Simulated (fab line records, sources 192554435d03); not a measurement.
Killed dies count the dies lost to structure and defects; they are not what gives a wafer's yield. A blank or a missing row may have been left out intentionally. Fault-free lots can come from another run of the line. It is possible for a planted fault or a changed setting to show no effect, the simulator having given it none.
fab line records -- flow n5-finfet -- part 1 of 2: steps 1 to 16 of 27
record lots=5, wafers=15, last-day=17
route steps=1938 shown FIN_CUT@162 STI_FIN_REVEAL@183
lots that met no fault: taken from a fault-free run of the same line
start-h: the number of hours between the record's first day and the start of the first shown wafer of the lot -- wait-h: hours elapsed since this lot's preceding step -- " unchanged from the row above -- L1.1+2: a single row standing in for several wafers -- - value missing, or start not given -- * or withheld: withheld -- < > ~ a bound
route shown NAME@n: names a module that has steps shown in the file, with the first one's number in the route -- usual: mean/standard deviation taken from wafers without a fault -- same: alike in all rows -- chamber/n: place in a boat -- sites: readings site by site -- _std_site: their standard deviation -- _edge_site: mean of outer sites minus mean of inner sites -- radius-mm: how far each site lies from the wafer's centre -- mask NAME#n: copy n -- behind: the last tool/chamber to shape the wafer -- hold: reason for holding the lot/hours on hold/outcome of the hold -- device: names the non-switching transistor (n, p or np) -- end of line: the tests these same wafers got at the end of their route -- a step with no rows: only its recipe -- killed: not the wafer's yield, but the dies lost to structure and defects at the first sort -- map: dies across one wafer; x = killed, . = not, _ = none there
set.NAME: the setting as run; set.NAME@STEP: as run at that earlier step -- model.NAME: the simulator's own value behind a step, which no gauge read
a table for each step, a row for each wafer; lots at some steps of the route
services: when a tool's chamber went out of use (start-h, in hours from the record's first day, below 0 if earlier), for how many hours, and the reason
## steps
# step N5_FIN_CUT_DEVELOP_07
# recipe develop-time-s=30, developer=TMAH, resist=CAR-EUV, rinse-liquid=surfactant-rinse, dry=air-spin, dev-temp-c=23
# same develop-time-s=30
lot.wafer,tool,chamber,start-h,wait-h
L078.2+5+6,litho-track-01,0,-,-
L082.1+3+6,litho-track-03,0,-,-
L084.1+5+6,litho-track-01,0,-,-
L085.4+5+6,litho-track-02,0,-,-
L094.4+5+6,litho-track-02,0,-,-
# step N5_FIN_CUT_CD_MEAS_08
# recipe target-cd-nm=29.1, landing-energy-ev=500, detector=se-inlens, polarity=opening
# usual cd-nm=29.11/0.21
lot.wafer,tool,chamber,start-h,wait-h,cd-nm
L078.2,cd-sem-02,0,51.81,-,28.89
L078.5,cd-sem-02,0,51.81,-,29.09
L078.6,cd-sem-02,0,51.81,-,29.05
L082.1,cd-sem-01,0,75.39,-,29.37
L082.3,cd-sem-01,0,75.39,-,29.39
L082.6,cd-sem-01,0,75.39,-,29.28
L084.1,cd-sem-01,0,86.98,-,29.33
L084.5,cd-sem-01,0,86.98,-,28.92
L084.6,cd-sem-01,0,86.98,-,29.52
L085.4,cd-sem-02,0,92.77,-,29.07
L085.5,cd-sem-02,0,92.77,-,29.23
L085.6,cd-sem-02,0,92.77,-,28.94
L094.4,cd-sem-03,0,147.26,-,29.14
L094.5,cd-sem-03,0,147.26,-,29.08
L094.6,cd-sem-03,0,147.26,-,28.92
# step N5_FIN_CUT_OVL_MEAS_09
# recipe points-per-wafer=522
# usual FIN_CUT_OVL=0.0/0.6
lot.wafer,tool,chamber,start-h,wait-h,FIN_CUT_OVL[nm]
L078.2,overlay-01,0,51.84,0.0,0.3
L078.5,overlay-01,0,51.84,0.0,-0.2
L078.6,overlay-01,0,51.84,0.0,0.9
L082.1,overlay-01,0,75.42,0.0,1.2
L082.3,overlay-01,0,75.42,0.0,0.5
L082.6,overlay-01,0,75.42,0.0,0.0
L084.1,overlay-02,0,87.01,0.0,0.0
L084.5,overlay-02,0,87.01,0.0,0.0
L084.6,overlay-02,0,87.01,0.0,0.5
L085.4,overlay-01,0,92.82,0.0,1.0
L085.5,overlay-01,0,92.82,0.0,0.9
L085.6,overlay-01,0,92.82,0.0,0.2
L094.4,overlay-02,0,147.30,0.0,-1.3
L094.5,overlay-02,0,147.30,0.0,-0.1
L094.6,overlay-02,0,147.30,0.0,-1.0
# step N5_FIN_CUT_INSPECT_10
# recipe mode=adi, inspect-instrument=brightfield
# usual raw-defect-count=43/9.9
lot.wafer,tool,chamber,start-h,wait-h,raw-defect-count
L078.2,defect-inspect-02,-,51.89,0.0,45
L078.5,defect-inspect-02,-,51.89,0.0,47
L078.6,defect-inspect-02,-,51.89,0.0,33
L082.1,defect-inspect-02,-,75.48,0.1,38
L082.3,defect-inspect-02,-,75.48,0.1,45
L082.6,defect-inspect-02,-,75.48,0.1,39
L084.1,defect-inspect-02,-,87.07,0.1,22
L084.5,defect-inspect-02,-,87.07,0.1,34
L084.6,defect-inspect-02,-,87.07,0.1,45
L085.4,defect-inspect-02,-,92.86,0.0,49
L085.5,defect-inspect-02,-,92.86,0.0,30
L085.6,defect-inspect-02,-,92.86,0.0,55
L094.4,defect-inspect-01,-,147.34,0.0,41
L094.5,defect-inspect-01,-,147.34,0.0,45
L094.6,defect-inspect-01,-,147.34,0.0,34
# step N5_FIN_CUT_DESCUM_13
# recipe chemistry=O2, time-s=7, source-power-w=50, bias-power-w=20, pressure-mtorr=20, rf-frequency-hz=2.712e+07, temp-c=40, resist=CAR-EUV, o2-flow-sccm=225
# usual drypump-motor-current-A=5.4/0.41, oes-product-au=0.79/0.078, rf-vpp-V=243.2/1, showerhead-plenum-p-Torr=2.10/0.041, throttle-valve-pct=20.39/0.24
lot.wafer,tool,chamber,start-h,wait-h,drypump-motor-current-A,oes-product-au,rf-hours-counter-h,rf-vpp-V,showerhead-plenum-p-Torr,throttle-valve-pct
L078.2,rie-diel-05,0,51.93,0.0,4.9,0.72,182,242.4,2.08,20.63
L078.5,rie-diel-05,2,51.93,0.0,5.8,0.85,-,243.3,2.11,20.63
L078.6,rie-diel-05,3,51.93,0.0,5.4,0.80,-,244.4,2.11,20.11
L082.1,rie-diel-05,2,75.51,0.0,5.8,0.86,69,243.2,2.11,20.65
L082.3,rie-diel-05,1,75.51,0.0,4.9,0.92,29,243.8,2.05,20.15
L082.6,rie-diel-05,2,75.51,0.0,5.8,0.85,-,243.2,2.11,20.63
L084.1,rie-diel-05,1,87.10,0.0,5.0,0.91,32,243.0,2.05,20.16
L084.5,rie-diel-05,0,87.10,0.0,4.9,0.71,-,242.1,2.08,20.64
L084.6,rie-diel-05,3,87.10,0.0,5.4,0.78,-,244.1,2.11,20.13
L085.4,rie-diel-03,1,92.89,0.0,5.1,0.85,57,243.8,2.12,20.17
L085.5,rie-diel-03,1,92.89,0.0,5.1,0.85,-,242.9,2.12,20.19
L085.6,rie-diel-03,2,92.89,0.0,5.8,0.72,-,244.2,2.17,20.11
L094.4,rie-diel-06,2,147.46,0.1,5.9,0.80,-,242.1,2.12,20.49
L094.5,rie-diel-06,0,147.46,0.1,5.4,0.73,-,242.6,2.08,20.64
L094.6,rie-diel-06,3,147.46,0.1,5.2,0.70,-,241.6,2.06,20.77
# step N5_FIN_CUT_ETCH_30
# recipe chemistry=N2/H2, target=underlayer, target-depth-a=130, mask-material=CAR-EUV, time-s=10.4, ion-energy-ev=200, pressure-mtorr=30, source-w=840, bias-w=150, n2-flow-sccm=200, h2-flow-sccm=200, ends=cleared
# usual drypump-motor-current-A=5.5/0.41, etch-rf-on-time-s=10.38/0.17, oes-product-au=0.67/0.068, rf-vpp-V=524.0/1.8, showerhead-plenum-p-Torr=2.55/0.05, throttle-valve-pct=17.81/0.25
lot.wafer,tool,chamber,start-h,wait-h,drypump-motor-current-A,etch-rf-on-time-s,oes-product-au,rf-hours-counter-h,rf-vpp-V,showerhead-plenum-p-Torr,throttle-valve-pct
L078.2,rie-diel-05,0,51.96,0.0,4.9,10.53,0.61,182,523.5,2.53,18.05
L078.5,rie-diel-05,2,51.96,0.0,5.8,10.24,0.73,-,524.9,2.58,18.05
L078.6,rie-diel-05,3,51.96,0.0,5.4,10.62,0.68,-,525.2,2.57,17.48
L082.1,rie-diel-05,2,75.55,0.0,5.8,10.09,0.73,69,525.3,2.58,18.08
L082.3,rie-diel-05,1,75.55,0.0,4.9,10.32,0.79,29,522.3,2.49,17.51
L082.6,rie-diel-05,2,75.55,0.0,5.8,10.24,0.72,-,524.7,2.58,18.06
L084.1,rie-diel-05,1,87.14,0.0,5.0,10.14,0.78,32,522.1,2.49,17.52
L084.5,rie-diel-05,0,87.14,0.0,4.9,10.50,0.61,-,524.1,2.53,18.06
L084.6,rie-diel-05,3,87.14,0.0,5.4,10.56,0.68,-,524.3,2.56,17.51
L085.4,rie-diel-03,1,92.93,0.0,5.1,10.31,0.73,57,524.7,2.58,17.61
L085.5,rie-diel-03,1,92.93,0.0,5.1,10.27,0.73,-,523.1,2.58,17.59
L085.6,rie-diel-03,2,92.93,0.0,5.8,10.44,0.62,-,527.1,2.63,17.53
L094.4,rie-diel-06,2,147.49,0.0,5.8,10.30,0.68,-,524.7,2.57,17.88
L094.5,rie-diel-06,0,147.49,0.0,5.4,10.61,0.62,-,521.5,2.53,18.07
L094.6,rie-diel-06,3,147.49,0.0,5.2,10.55,0.59,-,524.0,2.49,18.10
# step N5_FIN_CUT_ETCH_20
# recipe chemistry=CF4, target=SiARC, target-depth-a=260, mask-material=CAR-EUV, time-s=43.3, ion-energy-ev=80, pressure-mtorr=40, source-w=545, bias-w=36, Ar_flow_sccm=100, cf4-flow-sccm=100, ends=cleared
# usual drypump-motor-current-A=5.4/0.41, etch-rf-on-time-s=43.2/0.76, mfc-ar-sccm=99.95/0.27, oes-product-au=0.67/0.068, rf-vpp-V=184.1/0.89, showerhead-plenum-p-Torr=2.15/0.042, throttle-valve-pct=15.59/0.25
lot.wafer,tool,chamber,start-h,wait-h,drypump-motor-current-A,etch-rf-on-time-s,mfc-ar-sccm,oes-product-au,rf-hours-counter-h,rf-vpp-V,showerhead-plenum-p-Torr,throttle-valve-pct
L078.2,rie-diel-05,0,51.98,0.0,4.9,43.6,100.33,0.61,182,183.1,2.13,15.83
L078.5,rie-diel-05,2,51.98,0.0,5.9,42.7,99.97,0.74,-,184.7,2.18,15.84
L078.6,rie-diel-05,3,51.98,0.0,5.4,44.0,99.92,0.68,-,185.2,2.17,15.31
L082.1,rie-diel-05,2,75.57,0.0,5.8,42.3,99.89,0.74,69,184.8,2.17,15.86
L082.3,rie-diel-05,1,75.57,0.0,4.9,42.9,99.89,0.79,29,183.6,2.10,15.26
L082.6,rie-diel-05,2,75.57,0.0,5.8,42.7,99.67,0.73,-,183.5,2.17,15.84
L084.1,rie-diel-05,1,87.16,0.0,4.9,43.8,100.38,0.77,32,184.0,2.10,15.29
L084.5,rie-diel-05,0,87.16,0.0,4.9,45.1,99.93,0.60,-,184.2,2.13,15.86
L084.6,rie-diel-05,3,87.16,0.0,5.4,44.9,99.67,0.67,-,185.4,2.16,15.33
L085.4,rie-diel-03,1,92.95,0.0,5.1,42.9,99.53,0.74,57,184.6,2.17,15.33
L085.5,rie-diel-03,1,92.95,0.0,5.1,43.0,99.63,0.73,-,184.3,2.17,15.32
L085.6,rie-diel-03,2,92.95,0.0,5.7,44.0,99.50,0.62,-,185.7,2.23,15.40
L094.4,rie-diel-06,2,147.52,0.0,5.8,42.4,100.03,0.68,-,185.3,2.16,15.64
L094.5,rie-diel-06,0,147.52,0.0,5.4,43.8,100.00,0.62,-,184.2,2.13,15.83
L094.6,rie-diel-06,3,147.52,0.0,5.1,43.0,99.45,0.60,-,184.2,2.11,15.92
# step N5_FIN_CUT_ETCH_21
# recipe chemistry=N2/H2, target=SOC, target-depth-a=2190, overetch-a=438, mask-material=SiARC, temp-c=40, ion-energy-ev=100, bias-w=61, time-s=523.5, pressure-mtorr=30, source-w=850, n2-flow-sccm=200, h2-flow-sccm=200
# usual drypump-motor-current-A=5.5/0.41, oes-product-au=0.73/0.069, rf-vpp-V=240.7/1.2, showerhead-plenum-p-Torr=2.55/0.05, throttle-valve-pct=17.76/0.25
lot.wafer,tool,chamber,start-h,wait-h,drypump-motor-current-A,oes-product-au,rf-hours-counter-h,rf-vpp-V,showerhead-plenum-p-Torr,throttle-valve-pct
L078.2,rie-diel-05,0,52.02,0.0,4.9,0.67,182,240.0,2.53,17.99
L078.5,rie-diel-05,2,52.02,0.0,5.8,0.79,-,240.3,2.58,18.01
L078.6,rie-diel-05,3,52.02,0.0,5.4,0.74,-,240.8,2.57,17.43
L082.1,rie-diel-05,2,75.60,0.0,5.8,0.78,69,242.3,2.58,18.03
L082.3,rie-diel-05,1,75.60,0.0,4.9,0.84,29,240.4,2.49,17.45
L082.6,rie-diel-05,2,75.60,0.0,5.8,0.78,-,241.6,2.58,18.03
L084.1,rie-diel-05,1,87.19,0.0,5.0,0.84,32,239.2,2.49,17.46
L084.5,rie-diel-05,0,87.19,0.0,4.9,0.66,-,240.3,2.53,18.01
L084.6,rie-diel-05,3,87.19,0.0,5.4,0.73,-,240.8,2.56,17.48
L085.4,rie-diel-03,1,92.98,0.0,5.1,0.78,57,241.1,2.58,17.56
L085.5,rie-diel-03,1,92.98,0.0,5.1,0.78,-,239.9,2.58,17.55
L085.6,rie-diel-03,2,92.98,0.0,5.7,0.68,-,243.2,2.63,17.49
L094.4,rie-diel-06,2,147.69,0.2,5.8,0.72,-,242.0,2.57,17.83
L094.5,rie-diel-06,0,147.69,0.2,5.4,0.68,-,240.6,2.53,18.01
L094.6,rie-diel-06,3,147.69,0.2,5.1,0.65,-,239.9,2.49,18.04
# step N5_FIN_CUT_STRIP_23
# recipe chemistry=N2/H2, temp-c=40, n2-flow-sccm=200, h2-flow-sccm=200, rf-frequency-hz=6e+07
lot.wafer,tool,chamber,start-h,wait-h
L078.2+5+6,rie-diel-05,"0,2,3",52.32,0.2
L082.1+3+6,rie-diel-05,"2,1,2",75.91,0.2
L084.1+5+6,rie-diel-05,"1,0,3",87.50,0.2
L085.4+5+6,rie-diel-03,"1,1,2",93.29,0.2
L094.4+5+6,rie-diel-06,"2,0,3",147.85,0.0
# step N5_FIN_CUT_STRIP_31
# recipe chemistry=N2/H2, temp-c=40, n2-flow-sccm=200, h2-flow-sccm=200, rf-frequency-hz=6e+07
lot.wafer,tool,chamber,start-h,wait-h
L078.2+5+6,rie-diel-05,"0,2,3",52.33,0.0
L082.1+3+6,rie-diel-05,"2,1,2",75.92,0.0
L084.1+5+6,rie-diel-05,"1,0,3",87.51,0.0
L085.4+5+6,rie-diel-03,"1,1,2",93.30,0.0
L094.4+5+6,rie-diel-06,"2,0,3",147.86,0.0
# step N5_FIN_CUT_STRIP_24
# recipe chemistry=CF4, resist=SiARC, power-w=300, bias-power-w=75, pressure-mtorr=50, cf4-flow-sccm=150, rf-frequency-hz=6e+07
# usual drypump-motor-current-A=5.4/0.4, oes-product-au=0.78/0.074, rf-vpp-V=271.3/1, showerhead-plenum-p-Torr=1.80/0.036, throttle-valve-pct=13.56/0.25
lot.wafer,tool,chamber,start-h,wait-h,drypump-motor-current-A,oes-product-au,rf-hours-counter-h,rf-vpp-V,showerhead-plenum-p-Torr,throttle-valve-pct
L078.2,rie-diel-05,0,52.34,0.0,4.9,0.72,182,271.5,1.79,13.82
L078.5,rie-diel-05,2,52.34,0.0,5.9,0.84,-,272.5,1.83,13.76
L078.6,rie-diel-05,3,52.34,0.0,5.4,0.80,-,271.2,1.81,13.27
L082.1,rie-diel-05,2,75.93,0.0,5.8,0.84,70,271.5,1.82,13.79
L082.3,rie-diel-05,1,75.93,0.0,4.9,0.89,29,270.4,1.75,13.22
L082.6,rie-diel-05,2,75.93,0.0,5.8,0.84,-,272.7,1.82,13.77
L084.1,rie-diel-05,1,87.52,0.0,4.9,0.89,32,269.5,1.75,13.23
L084.5,rie-diel-05,0,87.52,0.0,4.9,0.71,-,269.6,1.78,13.84
L084.6,rie-diel-05,3,87.52,0.0,5.4,0.78,-,272.4,1.81,13.31
L085.4,rie-diel-03,1,93.31,0.0,5.1,0.84,57,270.6,1.81,13.27
L085.5,rie-diel-03,1,93.31,0.0,5.1,0.84,-,270.7,1.81,13.27
L085.6,rie-diel-03,2,93.31,0.0,5.8,0.73,-,273.0,1.87,13.41
L094.4,rie-diel-06,2,147.87,0.0,5.8,0.78,-,272.8,1.81,13.60
L094.5,rie-diel-06,0,147.87,0.0,5.4,0.74,-,270.3,1.78,13.78
L094.6,rie-diel-06,3,147.87,0.0,5.2,0.69,-,269.2,1.77,13.95
# step N5_FIN_CUT_CUT_ETCH_26
# recipe chemistry=CH3F/O2, target=SiNx, target-depth-a=390, mask-material=SOC, time-s=55.7, pressure-mtorr=30, source-w=395, bias-w=73, Ar_flow_sccm=150, CH3F_flow_sccm=30, O2_flow_sccm=20, ion-energy-ev=120
# usual drypump-motor-current-A=5.4/0.4, mfc-ar-sccm=150.0/0.47, oes-product-au=0.79/0.079, rf-vpp-V=297/3.3, showerhead-plenum-p-Torr=2.01/0.041, throttle-valve-pct=16.36/0.24
lot.wafer,tool,chamber,start-h,wait-h,drypump-motor-current-A,mfc-ar-sccm,oes-product-au,rf-hours-counter-h,rf-vpp-V,showerhead-plenum-p-Torr,throttle-valve-pct
L078.2,rie-diel-05,0,52.36,0.0,4.9,149.4,0.72,182,294,1.99,16.62
L078.5,rie-diel-05,2,52.36,0.0,5.8,150.2,0.86,-,297,2.03,16.56
L078.6,rie-diel-05,3,52.36,0.0,5.4,149.1,0.81,-,304,2.03,16.11
L082.1,rie-diel-05,2,75.95,0.0,5.9,150.7,0.85,70,296,2.03,16.59
L082.3,rie-diel-05,1,75.95,0.0,4.9,149.6,0.92,29,301,1.96,16.06
L082.6,rie-diel-05,2,75.95,0.0,5.8,149.7,0.85,-,297,2.03,16.58
L084.1,rie-diel-05,1,87.54,0.0,4.9,149.7,0.90,32,299,1.96,16.06
L084.5,rie-diel-05,0,87.54,0.0,4.9,150.5,0.72,-,294,1.99,16.62
L084.6,rie-diel-05,3,87.54,0.0,5.4,149.7,0.79,-,304,2.02,16.11
L085.4,rie-diel-03,1,93.33,0.0,5.1,150.4,0.86,57,299,2.03,16.10
L085.5,rie-diel-03,1,93.33,0.0,5.1,150.4,0.85,-,299,2.03,16.13
L085.6,rie-diel-03,2,93.33,0.0,5.7,150.1,0.73,-,299,2.08,16.14
L094.4,rie-diel-06,2,147.91,0.0,5.8,150.4,0.79,-,296,2.02,16.41
L094.5,rie-diel-06,0,147.91,0.0,5.4,150.7,0.73,-,294,1.99,16.59
L094.6,rie-diel-06,3,147.91,0.0,5.1,149.8,0.70,-,294,1.97,16.69
# step N5_FIN_CUT_CUT_ETCH_27
# recipe chemistry=CHF3/O2, target=SiO2, target-depth-a=40, mask-material=SOC, overetch-a=20, time-s=4.9, pressure-mtorr=30, source-w=650, bias-w=170, Ar_flow_sccm=200, CHF3_flow_sccm=50, O2_flow_sccm=5, ion-energy-ev=200
# usual drypump-motor-current-A=5.4/0.41, mfc-ar-sccm=200.0/0.6, oes-product-au=0.62/0.059, rf-vpp-V=524/5.6, showerhead-plenum-p-Torr=2.42/0.047, throttle-valve-pct=18.82/0.24
lot.wafer,tool,chamber,start-h,wait-h,drypump-motor-current-A,mfc-ar-sccm,oes-product-au,rf-hours-counter-h,rf-vpp-V,showerhead-plenum-p-Torr,throttle-valve-pct
L078.2,rie-diel-05,0,52.41,0.0,4.9,199.7,0.58,182,517,2.40,19.06
L078.5,rie-diel-05,2,52.41,0.0,5.8,199.8,0.67,-,522,2.44,19.06
L078.6,rie-diel-05,3,52.41,0.0,5.4,199.2,0.63,-,537,2.44,18.57
L082.1,rie-diel-05,2,75.99,0.0,5.8,200.3,0.68,70,523,2.44,19.07
L082.3,rie-diel-05,1,75.99,0.0,4.9,199.9,0.72,29,529,2.36,18.53
L082.6,rie-diel-05,2,75.99,0.0,5.9,200.3,0.66,-,521,2.44,19.07
L084.1,rie-diel-05,1,87.58,0.0,4.9,198.6,0.72,32,528,2.36,18.53
L084.5,rie-diel-05,0,87.58,0.0,4.9,201.0,0.57,-,518,2.40,19.06
L084.6,rie-diel-05,3,87.58,0.0,5.4,199.5,0.63,-,537,2.44,18.57
L085.4,rie-diel-03,1,93.37,0.0,5.1,199.6,0.67,58,528,2.45,18.61
L085.5,rie-diel-03,1,93.37,0.0,5.1,200.1,0.66,-,528,2.45,18.60
L085.6,rie-diel-03,2,93.37,0.0,5.7,199.5,0.58,-,527,2.50,18.58
L094.4,rie-diel-06,2,147.95,0.0,5.8,199.7,0.63,-,523,2.43,18.87
L094.5,rie-diel-06,0,147.95,0.0,5.4,200.0,0.59,-,517,2.40,19.09
L094.6,rie-diel-06,3,147.95,0.0,5.2,200.6,0.55,-,521,2.37,19.16
# step N5_FIN_CUT_PRECLEAN_35
# recipe time-s=13.3, temp-c=45, pressure-torr=125, p-hf-torr=3, p-coreactant-torr=25, chemistry=vHF
# usual drypump-motor-current-A=5.78/0.21
lot.wafer,tool,chamber,start-h,wait-h,drypump-motor-current-A
L078.2,vapor-etch-02,0,52.48,0.0,5.74
L078.5,vapor-etch-02,1,52.48,0.0,5.74
L078.6,vapor-etch-02,0,52.48,0.0,5.75
L082.1,vapor-etch-01,0,76.23,0.2,5.54
L082.3,vapor-etch-01,1,76.23,0.2,6.12
L082.6,vapor-etch-01,1,76.23,0.2,6.11
L084.1,vapor-etch-01,0,87.65,0.0,5.55
L084.5,vapor-etch-01,1,87.65,0.0,6.10
L084.6,vapor-etch-01,0,87.65,0.0,5.56
L085.4,vapor-etch-01,0,93.46,0.1,5.53
L085.5,vapor-etch-01,0,93.46,0.1,5.54
L085.6,vapor-etch-01,1,93.46,0.1,6.11
L094.4,vapor-etch-02,1,149.56,1.6,5.74
L094.5,vapor-etch-02,1,149.56,1.6,5.71
L094.6,vapor-etch-02,0,149.56,1.6,5.74
# step N5_FIN_CUT_CUT_ETCH_15
# recipe chemistry=HBr/Cl2/O2, target=Si, target-depth-a=1000, bt-time-s=10, mask-material=SOC, time-s=42.4, ion-energy-ev=*, bias-w=*, pressure-mtorr=10, icp-w=800, HBr_flow_sccm=150, Cl2_flow_sccm=80, O2_flow_sccm=12
# usual drypump-motor-current-A=5.87/0.27, he-backside-leak-sccm=2.8/0.32, oes-product-au=0.995/0.013, throttle-valve-pct=37.1/0.35
lot.wafer,tool,chamber,start-h,wait-h,drypump-motor-current-A,he-backside-leak-sccm,oes-product-au,rf-hours-counter-h,throttle-valve-pct
L078.2,rie-si-03,0,52.56,0.1,5.84,2.9,0.992,87,36.8
L078.5,rie-si-03,3,52.56,0.1,5.76,2.8,0.991,-,36.7
L078.6,rie-si-03,2,52.56,0.1,6.29,3.5,0.999,-,36.9
L082.1,rie-si-03,0,76.31,0.1,5.85,2.9,0.983,87,36.8
L082.3,rie-si-03,3,76.31,0.1,5.72,2.6,0.992,81,36.7
L082.6,rie-si-03,0,76.31,0.1,5.86,2.9,0.989,-,36.8
L084.1,rie-si-04,2,87.73,0.1,5.22,3.0,0.991,190,37.2
L084.5,rie-si-04,1,87.73,0.1,6.52,3.1,0.995,-,37.2
L084.6,rie-si-04,0,87.73,0.1,5.75,2.7,0.979,-,37.8
L085.4,rie-si-03,3,93.52,0.0,5.72,2.5,1.005,81,36.7
L085.5,rie-si-03,2,93.52,0.0,6.27,3.9,0.991,-,36.9
L085.6,rie-si-03,3,93.52,0.0,5.71,2.5,1.001,-,36.7
L094.4,rie-si-05,1,149.62,0.0,5.69,2.8,0.982,137,37.6
L094.5,rie-si-05,2,149.62,0.0,5.66,2.5,1.012,-,37.4
L094.6,rie-si-05,1,149.62,0.0,5.69,2.9,0.981,-,37.6
# step N5_FIN_CUT_CUT_ETCH_28
# recipe chemistry=HBr/Cl2/O2, target=Si, target-depth-a=60, mask-material=SOC, time-s=2.4, ion-energy-ev=*, bias-w=*, pressure-mtorr=10, icp-w=800, HBr_flow_sccm=150, Cl2_flow_sccm=80, O2_flow_sccm=12
# usual drypump-motor-current-A=5.87/0.27, he-backside-leak-sccm=2.8/0.34, oes-product-au=0.996/0.014, throttle-valve-pct=37.1/0.35
lot.wafer,tool,chamber,start-h,wait-h,drypump-motor-current-A,he-backside-leak-sccm,oes-product-au,rf-hours-counter-h,throttle-valve-pct
L078.2,rie-si-03,0,52.61,0.0,5.87,3.1,0.983,87,36.8
L078.5,rie-si-03,3,52.61,0.0,5.71,2.5,1.002,-,36.7
L078.6,rie-si-03,2,52.61,0.0,6.28,3.2,1.008,-,36.9
L082.1,rie-si-03,0,76.36,0.0,5.86,3.0,0.983,87,36.8
L082.3,rie-si-03,3,76.36,0.0,5.74,2.7,1.002,81,36.7
L082.6,rie-si-03,0,76.36,0.0,5.84,3.0,0.989,-,36.8
L084.1,rie-si-04,2,87.79,0.0,5.23,2.9,0.998,190,37.2
L084.5,rie-si-04,1,87.79,0.0,6.52,3.0,0.987,-,37.2
L084.6,rie-si-04,0,87.79,0.0,5.76,2.9,0.978,-,37.8
L085.4,rie-si-03,3,93.58,0.0,5.71,2.6,1.003,81,36.7
L085.5,rie-si-03,2,93.58,0.0,6.28,3.3,0.991,-,36.9
L085.6,rie-si-03,3,93.58,0.0,5.74,2.5,0.995,-,36.7
L094.4,rie-si-05,1,149.68,0.0,5.68,5.0,0.977,137,37.6
L094.5,rie-si-05,2,149.68,0.0,5.67,2.5,1.017,-,37.4
L094.6,rie-si-05,1,149.68,0.0,5.67,2.7,0.968,-,37.6
